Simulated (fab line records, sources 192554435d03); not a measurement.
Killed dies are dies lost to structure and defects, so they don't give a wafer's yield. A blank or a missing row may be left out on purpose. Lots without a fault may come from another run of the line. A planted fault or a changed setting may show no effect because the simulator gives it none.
Which tool did it? | flow n5_finfet | 18 lots, 54 wafers sampled, at 6 steps of a route of 1938

WHAT THE GAUGES READ, wafer by wafer
N5_FIN_SAQP_CD_MEAS_37: target cd 8 nm. Usual: cd_nm 8.1 nm, standard deviation 0.31.
lot  | measured    | on        | cd_nm (nm)  | flag
L074 | day 2 04:34 | cd_sem-03 | 8.4 7.9 8.3 |
L075 | day 2 09:34 | cd_sem-03 | 8.3 7.8 8.0 |
L076 | day 2 15:05 | cd_sem-01 | 8.3 8.1 7.8 |
L077 | day 2 20:29 | cd_sem-01 | 8.3 8.0 7.9 |
L078 | day 3 02:40 | cd_sem-02 | 7.9 7.5 8.0 |
L081 | day 3 21:33 | cd_sem-02 | 8.0 8.3 8.0 |
L082 | day 4 03:01 | cd_sem-02 | 7.6 8.0 8.0 |
L083 | day 4 08:54 | cd_sem-02 | 7.8 7.4 7.8 |
L084 | day 4 16:50 | cd_sem-03 | 8.4 8.0 8.3 |
L085 | day 4 23:29 | cd_sem-03 | 7.9 7.9 8.3 |
L087 | day 5 08:58 | cd_sem-02 | 7.6 8.3 8.7 |
L088 | day 5 14:48 | cd_sem-02 | 8.3 8.7 8.7 |
L089 | day 5 19:42 | cd_sem-03 | 8.2 8.2 7.9 |
L091 | day 6 10:49 | cd_sem-03 | 7.6 8.3 7.8 |
L092 | day 6 15:46 | cd_sem-02 | 8.7 7.8 8.3 |
L093 | day 6 22:37 | cd_sem-03 | 8.2 8.4 8.1 |
L095 | day 7 08:46 | cd_sem-03 | 7.8 8.1 8.2 |
L097 | day 7 20:38 | cd_sem-01 | 8.0 8.2 8.6 |

WHICH TOOL RAN EACH LOT (tool, then ch and the chambers of the sampled wafers, then the start)
lot  | N5_FIN_SAQP_MANDREL_ETCH_22     | N5_FIN_SAQP_ETCH_57               | N5_FIN_SAQP_STRIP_70              | N5_FIN_SAQP_SPACER2_ETCHBACK_29   | N5_FIN_SAQP_MANDREL2_REMOVE_60
L074 | rie_si-03 ch 2,3, day 2 00:16   | rie_diel-05 ch 1,2, day 2 02:05   | rie_diel-05 ch 1,2,3, day 2 02:52 | rie_diel-05 ch 1,3, day 2 03:55   | rie_si-05 ch 1,2, day 2 04:00
L075 | rie_si-03 ch 0,1, day 2 05:08   | rie_diel-06 ch 0,2,3, day 2 06:55 | rie_diel-05 ch 0,3, day 2 08:01   | rie_diel-02 ch 0,2, day 2 08:47   | rie_si-04 ch 1,2, day 2 08:52
L076 | rie_si-05 ch 0,1,3, day 2 10:39 | rie_diel-02 ch 1,3, day 2 12:41   | rie_diel-05 ch 0,1,2, day 2 13:27 | rie_diel-02 ch 0,2,3, day 2 14:19 | rie_si-05 ch 0,1,3, day 2 14:24
L077 | rie_si-03 ch 0,1,2, day 2 16:45 | rie_diel-02 ch 1,2, day 2 18:31   | rie_diel-02 ch 2,3, day 2 19:17   | rie_diel-02 ch 0,2,3, day 2 19:49 | rie_si-04 ch 0,2, day 2 19:54
L078 | rie_si-03 ch 1,2,3, day 2 22:23 | rie_diel-02 ch 1,2,3, day 3 00:36 | rie_diel-06 ch 1,2,3, day 3 01:28 | rie_diel-02 ch 1,2,3, day 3 02:01 | rie_si-05 ch 0,1, day 3 02:06
L081 | rie_si-05 ch 0,2,3, day 3 17:01 | rie_diel-02 ch 1,2,3, day 3 19:14 | rie_diel-02 ch 0,1, day 3 20:01   | rie_diel-06 ch 1,2,3, day 3 20:53 | rie_si-03 ch 0,1,2, day 3 20:58
L082 | rie_si-05 ch 1,2,3, day 3 22:15 | rie_diel-06 ch 1,2,3, day 4 00:33 | rie_diel-02 ch 0,1,2, day 4 01:23 | rie_diel-06 ch 0,2,3, day 4 02:22 | rie_si-05 ch 0,2,3, day 4 02:27
L083 | rie_si-05 ch 0,1,3, day 4 04:47 | rie_diel-06 ch 2,3, day 4 06:56   | rie_diel-05 ch 0,2,3, day 4 07:43 | rie_diel-02 ch 0,1,2, day 4 08:14 | rie_si-04 ch 0,3, day 4 08:19
L084 | rie_si-04 ch 2,3, day 4 10:39   | rie_diel-02 ch 0,1,3, day 4 12:52 | rie_diel-06 ch 0,2,3, day 4 13:38 | rie_diel-06 ch 0,1,3, day 4 16:08 | rie_si-03 ch 1,2,3, day 4 16:13
L085 | rie_si-03 ch 0,3, day 4 18:16   | rie_diel-05 ch 0,1,3, day 4 21:20 | rie_diel-06 ch 1,3, day 4 22:08   | rie_diel-06 ch 1,3, day 4 22:44   | rie_si-05 ch 0,1,2, day 4 22:50
L087 | rie_si-04 ch 0,2,3, day 5 04:32 | rie_diel-02 ch 0,1, day 5 06:40   | rie_diel-06 ch 1,3, day 5 07:29   | rie_diel-02 ch 0,2,3, day 5 08:12 | rie_si-03 ch 1,2,3, day 5 08:17
L088 | rie_si-05 ch 0,1,3, day 5 10:35 | rie_diel-05 ch 0,1,3, day 5 12:21 | rie_diel-06 ch 1,3, day 5 13:24   | rie_diel-05 ch 0,2,3, day 5 14:06 | rie_si-05 ch 0,1,2, day 5 14:11
L089 | rie_si-04 ch 2,3, day 5 15:53   | rie_diel-05 ch 0,3, day 5 17:44   | rie_diel-06 ch 0,2,3, day 5 18:31 | rie_diel-06 ch 1,2, day 5 19:03   | rie_si-03 ch 1,2, day 5 19:08
L091 | rie_si-04 ch 0,2,3, day 6 06:34 | rie_diel-05 ch 0,1,2, day 6 08:22 | rie_diel-05 ch 0,1,2, day 6 09:11 | rie_diel-06 ch 2,3, day 6 10:10   | rie_si-03 ch 0,1,2, day 6 10:14
L092 | rie_si-04 ch 1,3, day 6 11:53   | rie_diel-05 ch 0,1,2, day 6 13:49 | rie_diel-06 ch 0,1,2, day 6 14:35 | rie_diel-05 ch 0,2, day 6 15:07   | rie_si-03 ch 0,3, day 6 15:12
L093 | rie_si-04 ch 1,2, day 6 18:41   | rie_diel-02 ch 0,1,2, day 6 20:34 | rie_diel-06 ch 1,2,3, day 6 21:20 | rie_diel-05 ch 0,1,2, day 6 21:58 | rie_si-03 ch 0,1,3, day 6 22:03
L095 | rie_si-05 ch 0,1,2, day 7 04:35 | rie_diel-05 ch 0,2,3, day 7 06:41 | rie_diel-02 ch 0,1, day 7 07:34   | rie_diel-02 ch 2,3, day 7 08:07   | rie_si-03 ch 0,3, day 7 08:13
L097 | rie_si-05 ch 1,2,3, day 7 16:43 | rie_diel-05 ch 0,1,2, day 7 18:29 | rie_diel-06 ch 0,1,3, day 7 19:17 | rie_diel-06 ch 0,1,3, day 7 19:55 | rie_si-05 ch 1,2,3, day 7 20:01
- N5_FIN_SAQP_MANDREL_ETCH_22: etches a-Si in HBr/Cl2, stops on SiNx, target depth 60 nm, bt time 10 s, time 30 s.
- N5_FIN_SAQP_ETCH_57: etches SiNx in CH3F/O2, target depth 32.5 nm, time 46.4 s.
- N5_FIN_SAQP_STRIP_70: strips in N2/H2.
- N5_FIN_SAQP_SPACER2_ETCHBACK_29: etches SiO2 in CHF3/O2, target depth 12.2 nm, time 6.1 s.
- N5_FIN_SAQP_MANDREL2_REMOVE_60: chemistry HBr/Cl2/O2, target a-Si, stops on SiNx, bt time 10 s.

WHAT THE TOOLS THEMSELVES READ (means of the sampled wafers that have a number; where no wafer has one, the mark that the record gives instead)
N5_FIN_SAQP_MANDREL_ETCH_22. Usual: HBr_flow_sccm 150.0 sccm, standard deviation 0.49; chamber_pressure_mTorr 10.000 mTorr, standard deviation 0.01; drypump_motor_current_A 5.5 A, standard deviation 0.46; mfc_cl2_sccm 80.04 sccm, standard deviation 0.25; oes_product_au 0.768 a.u., standard deviation 0.013; throttle_valve_pct 35.4 %, standard deviation 0.45.
lot  | tool      | HBr_flow_sccm (sccm) | chamber_pressure_mTorr (mTorr) | drypump_motor_current_A (A) | mfc_cl2_sccm (sccm) | oes_product_au (a.u.) | throttle_valve_pct (%) | flag
L074 | rie_si-03 | 150.4                | 9.991                          | 5.8                         | 80.16               | 0.760                 | 35.8                   |
L075 | rie_si-03 | 150.6                | 10.002                         | 5.1                         | 80.13               | 0.784                 | 34.9                   |
L076 | rie_si-05 | 150.3                | 10.002                         | 5.4                         | 80.16               | 0.774                 | 35.6                   |
L077 | rie_si-03 | 150.2                | 10.004                         | 5.4                         | 80.11               | 0.762                 | 35.3                   |
L078 | rie_si-03 | 150.0                | 10.002                         | 5.4                         | 80.18               | 0.768                 | 35.6                   |
L081 | rie_si-05 | 149.8                | 9.996                          | 5.5                         | 79.72               | 0.770                 | 35.3                   |
L082 | rie_si-05 | 150.0                | 10.011                         | 5.3                         | 80.09               | 0.766                 | 35.3                   |
L083 | rie_si-05 | 150.3                | 9.999                          | 5.4                         | 80.14               | 0.775                 | 35.6                   |
L084 | rie_si-04 | 149.6                | 10.003                         | 5.5                         | 80.10               | 0.769                 | 35.5                   |
L085 | rie_si-03 | 150.1                | 10.001                         | 5.9                         | 80.06               | 0.768                 | 35.0                   |
L087 | rie_si-04 | 150.0                | 9.998                          | 5.4                         | 79.87               | 0.756                 | 35.4                   |
L088 | rie_si-05 | 150.0                | 10.006                         | 5.5                         | 79.95               | 0.770                 | 35.6                   |
L089 | rie_si-04 | 150.0                | 10.007                         | 5.3                         | 79.94               | 0.765                 | 35.3                   |
L091 | rie_si-04 | 149.7                | 10.001                         | 5.4                         | 79.91               | 0.766                 | 35.4                   |
L092 | rie_si-04 | 150.3                | 9.992                          | 5.9                         | 80.14               | 0.770                 | 35.6                   |
L093 | rie_si-04 | 149.6                | 10.010                         | 6.2                         | 80.32               | 0.791                 | 35.1                   |
L095 | rie_si-05 | 150.5                | 10.007                         | 5.5                         | 79.94               | 0.774                 | 35.3                   |
L097 | rie_si-05 | 150.4                | 10.005                         | 5.3                         | 79.86               | 0.768                 | 35.3                   |

N5_FIN_SAQP_ETCH_57. Usual: chamber_pressure_mTorr 30.000 mTorr, standard deviation 0.027; drypump_motor_current_A 5.6 A, standard deviation 0.54; etch_rf_on_time_s 46.2 s, standard deviation 1.2; oes_product_au 0.67 a.u., standard deviation 0.072; rf_vpp_V 296 V, standard deviation 6.7; showerhead_plenum_p_Torr 2.00 Torr, standard deviation 0.067; throttle_valve_pct 16.28 %, standard deviation 0.21.
lot  | tool        | chamber_pressure_mTorr (mTorr) | drypump_motor_current_A (A) | etch_rf_on_time_s (s) | oes_product_au (a.u.) | rf_vpp_V (V) | showerhead_plenum_p_Torr (Torr) | throttle_valve_pct (%) | flag
L074 | rie_diel-05 | 30.014                         | 5.8                         | 47.4                  | 0.61                  | 290          | 1.97                            | 16.38                  |
L075 | rie_diel-06 | 29.998                         | 5.6                         | 45.6                  | 0.68                  | 301          | 1.94                            | 16.20                  |
L076 | rie_diel-02 | 29.998                         | 6.0                         | 45.6                  | 0.65                  | 292          | 2.00                            | 16.35                  |
L077 | rie_diel-02 | 30.006                         | 5.1                         | 45.8                  | 0.69                  | 302          | 2.05                            | 16.15                  |
L078 | rie_diel-02 | 29.994                         | 5.5                         | 46.1                  | 0.67                  | 296          | 2.04                            | 16.20                  |
L081 | rie_diel-02 | 30.018                         | 5.5                         | 46.6                  | 0.66                  | 297          | 2.04                            | 16.21                  |
L082 | rie_diel-06 | 30.037                         | 5.9                         | 45.5                  | 0.60                  | 294          | 1.97                            | 16.49                  |
L083 | rie_diel-06 | 29.976                         | 6.2                         | 45.7                  | 0.59                  | 300          | 1.91                            | 16.40                  |
L084 | rie_diel-02 | 30.004                         | 5.7                         | 45.6                  | 0.66                  | 295          | 2.01                            | 16.29                  |
L085 | rie_diel-05 | 30.022                         | 5.6                         | 47.4                  | 0.64                  | 295          | 1.96                            | 16.38                  |
L087 | rie_diel-02 | 30.002                         | 5.4                         | 44.8                  | 0.69                  | 297          | 2.01                            | 16.20                  |
L088 | rie_diel-05 | 29.998                         | 5.5                         | 46.4                  | 0.63                  | 295          | 1.96                            | 16.39                  |
L089 | rie_diel-05 | 29.980                         | 5.6                         | 46.0                  | 0.63                  | 300          | 1.94                            | 16.48                  |
L091 | rie_diel-05 | 30.016                         | 5.8                         | 46.5                  | 0.69                  | 294          | 2.02                            | 16.23                  |
L092 | rie_diel-05 | 30.032                         | 5.8                         | 47.6                  | 0.68                  | 295          | 2.02                            | 16.24                  |
L093 | rie_diel-02 | 29.995                         | 5.2                         | 47.5                  | 0.67                  | 299          | 2.04                            | 16.16                  |
L095 | rie_diel-05 | 29.998                         | 5.9                         | 46.3                  | 0.75                  | 300          | 2.00                            | 16.20                  |
L097 | rie_diel-05 | 29.992                         | 5.8                         | 45.8                  | 0.67                  | 295          | 2.01                            | 16.25                  |

N5_FIN_SAQP_STRIP_70. Usual: chamber_pressure_mTorr 50.00 mTorr, standard deviation 0.044; drypump_motor_current_A 5.7 A, standard deviation 0.5; n2_flow_sccm 299.9 sccm, standard deviation 0.93; oes_product_au 0.77 a.u., standard deviation 0.089; rf_vpp_V 121.9 V, standard deviation 0.97; showerhead_plenum_p_Torr 3.35 Torr, standard deviation 0.1; throttle_valve_pct 18.9 %, standard deviation 0.44.
lot  | tool        | chamber_pressure_mTorr (mTorr) | drypump_motor_current_A (A) | n2_flow_sccm (sccm) | oes_product_au (a.u.) | rf_vpp_V (V) | showerhead_plenum_p_Torr (Torr) | throttle_valve_pct (%) | flag
L074 | rie_diel-05 | 50.00                          | 5.9                         | 300.1               | 0.71                  | 121.1        | 3.28                            | 19.2                   |
L075 | rie_diel-05 | 49.99                          | 5.5                         | 299.4               | 0.81                  | 121.8        | 3.31                            | 19.3                   |
L076 | rie_diel-05 | 50.04                          | 5.8                         | 300.2               | 0.76                  | 122.0        | 3.27                            | 19.1                   |
L077 | rie_diel-02 | 50.05                          | 5.3                         | 299.3               | 0.81                  | 122.4        | 3.46                            | 18.2                   |
L078 | rie_diel-06 | 49.99                          | 5.9                         | 300.4               | 0.71                  | 122.0        | 3.30                            | 18.5                   |
L081 | rie_diel-02 | 50.02                          | 5.4                         | 300.4               | 0.79                  | 122.0        | 3.38                            | 18.7                   |
L082 | rie_diel-02 | 50.00                          | 5.2                         | 299.5               | 0.79                  | 122.5        | 3.43                            | 18.5                   |
L083 | rie_diel-05 | 49.97                          | 5.9                         | 298.9               | 0.73                  | 121.1        | 3.26                            | 19.4                   |
L084 | rie_diel-06 | 49.98                          | 5.6                         | 299.8               | 0.78                  | 122.9        | 3.26                            | 18.9                   |
L085 | rie_diel-06 | 50.01                          | 5.7                         | 299.9               | 0.72                  | 122.4        | 3.33                            | 18.5                   |
L087 | rie_diel-06 | 49.99                          | 5.6                         | 299.9               | 0.70                  | 121.8        | 3.37                            | 18.6                   |
L088 | rie_diel-06 | 49.98                          | 5.6                         | 299.4               | 0.70                  | 122.1        | 3.37                            | 18.6                   |
L089 | rie_diel-06 | 49.97                          | 5.6                         | 299.9               | 0.86                  | 122.2        | 3.39                            | 18.8                   |
L091 | rie_diel-05 | 50.01                          | 5.8                         | 298.8               | 0.82                  | 121.9        | 3.39                            | 19.1                   |
L092 | rie_diel-06 | 49.98                          | 5.6                         | 300.6               | 0.85                  | 122.3        | 3.44                            | 18.8                   |
L093 | rie_diel-06 | 49.97                          | 5.9                         | 299.8               | 0.79                  | 121.9        | 3.42                            | 18.5                   |
L095 | rie_diel-02 | 50.00                          | 5.4                         | 299.9               | 0.77                  | 121.5        | 3.38                            | 18.8                   |
L097 | rie_diel-06 | 50.06                          | 5.4                         | 299.5               | 0.75                  | 121.0        | 3.33                            | 18.9                   |

N5_FIN_SAQP_SPACER2_ETCHBACK_29. Usual: chamber_pressure_mTorr 29.999 mTorr, standard deviation 0.025; drypump_motor_current_A 5.6 A, standard deviation 0.57; oes_product_au 0.78 a.u., standard deviation 0.089; rf_vpp_V 521 V, standard deviation 13; showerhead_plenum_p_Torr 2.43 Torr, standard deviation 0.081; throttle_valve_pct 18.84 %, standard deviation 0.25.
lot  | tool        | chamber_pressure_mTorr (mTorr) | drypump_motor_current_A (A) | oes_product_au (a.u.) | rf_vpp_V (V) | showerhead_plenum_p_Torr (Torr) | throttle_valve_pct (%) | flag
L074 | rie_diel-05 | 30.012                         | 5.6                         | 0.71                  | 524          | 2.38                            | 19.03                  |
L075 | rie_diel-02 | 30.014                         | 5.2                         | 0.85                  | 520          | 2.46                            | 18.59                  |
L076 | rie_diel-02 | 30.010                         | 5.6                         | 0.81                  | 517          | 2.45                            | 18.70                  |
L077 | rie_diel-02 | 30.002                         | 5.6                         | 0.81                  | 516          | 2.45                            | 18.70                  |
L078 | rie_diel-02 | 29.992                         | 5.5                         | 0.78                  | 523          | 2.46                            | 18.76                  |
L081 | rie_diel-06 | 29.997                         | 5.9                         | 0.70                  | 518          | 2.38                            | 19.03                  |
L082 | rie_diel-06 | 29.992                         | 5.6                         | 0.77                  | 529          | 2.33                            | 18.74                  |
L083 | rie_diel-02 | 30.007                         | 5.2                         | 0.80                  | 526          | 2.46                            | 18.68                  |
L084 | rie_diel-06 | 29.994                         | 5.3                         | 0.78                  | 519          | 2.40                            | 18.88                  |
L085 | rie_diel-06 | 29.993                         | 5.6                         | 0.70                  | 507          | 2.46                            | 19.16                  |
L087 | rie_diel-02 | 30.001                         | 5.6                         | 0.79                  | 517          | 2.44                            | 18.73                  |
L088 | rie_diel-05 | 29.999                         | 5.9                         | 0.81                  | 529          | 2.42                            | 18.87                  |
L089 | rie_diel-06 | 30.017                         | 5.8                         | 0.79                  | 513          | 2.51                            | 19.11                  |
L091 | rie_diel-06 | 29.989                         | 6.2                         | 0.87                  | 532          | 2.50                            | 18.69                  |
L092 | rie_diel-05 | 29.997                         | 6.1                         | 0.88                  | 529          | 2.49                            | 18.75                  |
L093 | rie_diel-05 | 29.992                         | 5.8                         | 0.80                  | 520          | 2.43                            | 18.82                  |
L095 | rie_diel-02 | 29.982                         | 5.3                         | 0.77                  | 520          | 2.48                            | 18.69                  |
L097 | rie_diel-06 | 30.010                         | 5.4                         | 0.75                  | 519          | 2.39                            | 18.92                  |

N5_FIN_SAQP_MANDREL2_REMOVE_60. Usual: HBr_flow_sccm 150.0 sccm, standard deviation 0.44; chamber_pressure_mTorr 10.000 mTorr, standard deviation 0.0081; drypump_motor_current_A 5.5 A, standard deviation 0.47; mfc_cl2_sccm 80.01 sccm, standard deviation 0.25; oes_product_au 1.004 a.u., standard deviation 0.015; throttle_valve_pct 36.8 %, standard deviation 0.51.
lot  | tool      | HBr_flow_sccm (sccm) | chamber_pressure_mTorr (mTorr) | drypump_motor_current_A (A) | mfc_cl2_sccm (sccm) | oes_product_au (a.u.) | throttle_valve_pct (%) | flag
L074 | rie_si-05 | 150.5                | 10.002                         | 5.4                         | 80.02               | 1.011                 | 36.8                   |
L075 | rie_si-04 | 149.9                | 9.999                          | 6.2                         | 79.50               | 1.004                 | 36.8                   |
L076 | rie_si-05 | 150.1                | 10.006                         | 5.4                         | 80.16               | 1.008                 | 37.0                   |
L077 | rie_si-04 | 149.9                | 10.010                         | 5.4                         | 79.88               | 1.008                 | 36.4                   |
L078 | rie_si-05 | 150.2                | 9.999                          | 5.6                         | 80.22               | 1.013                 | 37.0                   |
L081 | rie_si-03 | 149.9                | 10.000                         | 5.4                         | 80.06               | 1.013                 | 36.7                   |
L082 | rie_si-05 | 149.9                | 10.008                         | 5.5                         | 80.23               | 0.998                 | 36.6                   |
L083 | rie_si-04 | 150.0                | 9.997                          | 5.6                         | 79.83               | 1.004                 | 36.9                   |
L084 | rie_si-03 | 149.9                | 9.990                          | 5.4                         | 79.88               | 1.001                 | 37.0                   |
L085 | rie_si-05 | 150.1                | 10.005                         | 5.6                         | 80.20               | 1.017                 | 36.7                   |
L087 | rie_si-03 | 150.3                | 9.994                          | 5.4                         | 80.14               | 0.998                 | 37.0                   |
L088 | rie_si-05 | 149.8                | 9.999                          | 5.6                         | 79.99               | 1.008                 | 36.7                   |
L089 | rie_si-03 | 150.0                | 9.998                          | 5.2                         | 79.70               | 1.011                 | 37.3                   |
L091 | rie_si-03 | 149.8                | 10.002                         | 5.4                         | 80.24               | 1.011                 | 36.7                   |
L092 | rie_si-03 | 149.7                | 10.008                         | 5.9                         | 79.95               | 0.987                 | 36.6                   |
L093 | rie_si-03 | 150.1                | 9.997                          | 5.5                         | 80.12               | 0.992                 | 36.4                   |
L095 | rie_si-03 | 149.9                | 10.000                         | 5.9                         | 80.13               | 0.985                 | 36.6                   |
L097 | rie_si-05 | 150.0                | 9.997                          | 5.3                         | 79.96               | 1.001                 | 36.7                   |

THE ANSWER, worked out from the rows above alone
Rule: a lot is off if the mean of its wafers that have a number lies more than 3 standard deviations from the usual mean. A lot without any number at a reading at which 4 lots or more have one is off too. The other lots that the step has rows for count as sound. The gauges are gone through in route order, then the tools' own readings, and for those a lot's mean is taken as printed above. The first step at which some lot is off is used, and at that step the reading that is off furthest; a lot without a number counts as furthest.
No lot is off at any reading shown: from this, nothing can be told.

WHAT THE SIMULATOR HAD PUT IN
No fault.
